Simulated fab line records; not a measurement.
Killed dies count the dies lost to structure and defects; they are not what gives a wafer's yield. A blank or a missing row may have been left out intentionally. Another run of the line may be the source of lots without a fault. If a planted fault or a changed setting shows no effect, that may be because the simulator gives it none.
Struck lot and sound lot, side by side :: flow n5Finfet :: 16 out of 1938 route steps
Sound: the wafers L832.1, L832.2, L832.6. Struck: wafer L839.6. (L839.1, L839.4 of the same lot were not struck and are left out.) The cause comes at the end.
Order at every step that has rows: each side's tool, ch and its chambers, its first start. Under that, the readings that differ: sound wafers :: struck wafers :: difference of the means :: sigmas: that difference in standard deviations of wafers without a fault.
alike: readings with means less than 2 such deviations apart, plus words and numbers identical on both sides. not compared: withheld readings, readings lacking a value on some wafer, bounds such as >300 that could conceal the same value, and numbers that have no deviation in the record and whose values overlap.
A row with sigmas, a row that says differs or no value, or rows on one side alone: a step with any of these is where the two part. Non-overlapping numbers with no deviation appear without sigmas and do not part them. Lack of a reading on every wafer of one side parts them only where that side has two or more wafers.

first, 8 steps without rows for these wafers: N5_BEOL_M0_SAQP_COAT_81 (time 60 s, resist thk 100 nm); N5_BEOL_M0_SAQP_COAT_82 (time 60 s, resist thk 30 nm); N5_BEOL_M0_SAQP_COAT_08 (resist thk 90 nm); N5_BEOL_M0_SAQP_EBR_10; N5_BEOL_M0_SAQP_SOFTBAKE_09 (time 60 s); N5_BEOL_M0_SAQP_EXPOSE_11 (exposes mask M0 CORE, target cd 42 nm); N5_BEOL_M0_SAQP_PEB_12 (peb time 60 s); N5_BEOL_M0_SAQP_DEVELOP_13 (develop time 30 s).
N5_BEOL_M0_SAQP_CD_MEAS_14: target cd 42.5 nm.
  sound on cdSem-01 ch 0, day 5 10:37; struck on cdSem-02 ch 0, day 7 10:57
  alike: cdNm
N5_BEOL_M0_SAQP_OVL_MEAS_15:
  sound on overlay-01 ch 0, day 5 10:39; struck on overlay-01 ch 0, day 7 10:59
  alike: M0_CORE_OVL
N5_BEOL_M0_SAQP_INSPECT_16: inspects for defects (brightfield).
  sound: defectInspect-01 at day 5 10:41; struck: defectInspect-02 at day 7 11:01
reading: rawDefectCount
sound: 595 675 490
struck: 286
difference: -301
sigmas: -2
N5_BEOL_M0_SAQP_DESCUM_19: chemistry O2, time 7.9 s.
  sound on rieDiel-04 ch 1,2,3, day 5 10:43; struck on rieDiel-06 ch 3, day 7 11:05
reading: oesProductAu (a.u.)
sound: 0.67 0.98 0.72
struck: 1.00
difference: +0.21
sigmas: +2
  alike: drypumpMotorCurrentA, rfVppV, showerheadPlenumPTorr, throttleValvePct
  not compared: rfHoursCounterH
N5_BEOL_M0_SAQP_ETCH_83: etches SiARC in CF4, target depth 39 nm, time 65 s.
  sound on rieDiel-04 ch 1,2,3, day 5 10:45; struck on rieDiel-06 ch 3, day 7 11:07
reading: etchRfOnTimeS (s)
sound: 63.8 63.7 62.5
struck: 125.5
difference: +62.2
sigmas: +41

reading: throttleValvePct (%)
sound: 16.23 15.30 15.79
struck: 15.22
difference: -0.55
sigmas: -2
  alike: drypumpMotorCurrentA, oesProductAu, rfVppV, showerheadPlenumPTorr
  not compared: rfHoursCounterH
N5_BEOL_M0_SAQP_ETCH_84: etches SOC in N2/H2, target depth 100 nm, overetch 20 nm, time 150 s.
  sound on rieDiel-04 ch 1,2,3, day 5 10:48; struck on rieDiel-06 ch 3, day 7 11:10
reading: oesProductAu (a.u.)
sound: 0.62 0.85 0.65
struck: 0.87
difference: +0.16
sigmas: +2

reading: throttleValvePct (%)
sound: 18.47 17.57 17.91
struck: 17.46
difference: -0.52
sigmas: -2
  alike: drypumpMotorCurrentA, h2FlowSccm, rfVppV, showerheadPlenumPTorr
  not compared: rfHoursCounterH
-- record jumps: 3 days separate the struck wafers' starts on either side; left off in module BEOL_M0_SAQP, taken up again in module BEOL_M4, whose first shown step is the route's number 1111 --
N5_BEOL_M4_RC_MEAS_101:
  sound on prober-02 ch 0, day 7 16:16; struck on prober-02 ch 0, day 10 00:25
reading: DIBL_N (mV/V)
sound: 34.4 35.9 35.3
struck: 38.7
difference: +3.5
sigmas: +2

reading: IOFF_N (nA/um)
sound: 0.13 0.15 0.14
struck: 0.21
difference: +0.07
sigmas: +2
  alike: DIBL_P, IOFF_P, ION_N, ION_P, SS_N, SS_P, VT_N, VT_P
-- record jumps: 4 days separate the struck wafers' starts on either side; left off in module BEOL_M4, taken up again in module PASSIVATION, whose first shown step is the route's number 1936 --
N5_PASSIVATION_PROBE_49:
  only the struck wafers here have rows in the record (prober-01, day 14 03:32); the sound ones have none

WHERE THEY PART
First at N5_BEOL_M0_SAQP_INSPECT_16; last, within this record, at N5_PASSIVATION_PROBE_49.

WHY: the cause the simulator had injected
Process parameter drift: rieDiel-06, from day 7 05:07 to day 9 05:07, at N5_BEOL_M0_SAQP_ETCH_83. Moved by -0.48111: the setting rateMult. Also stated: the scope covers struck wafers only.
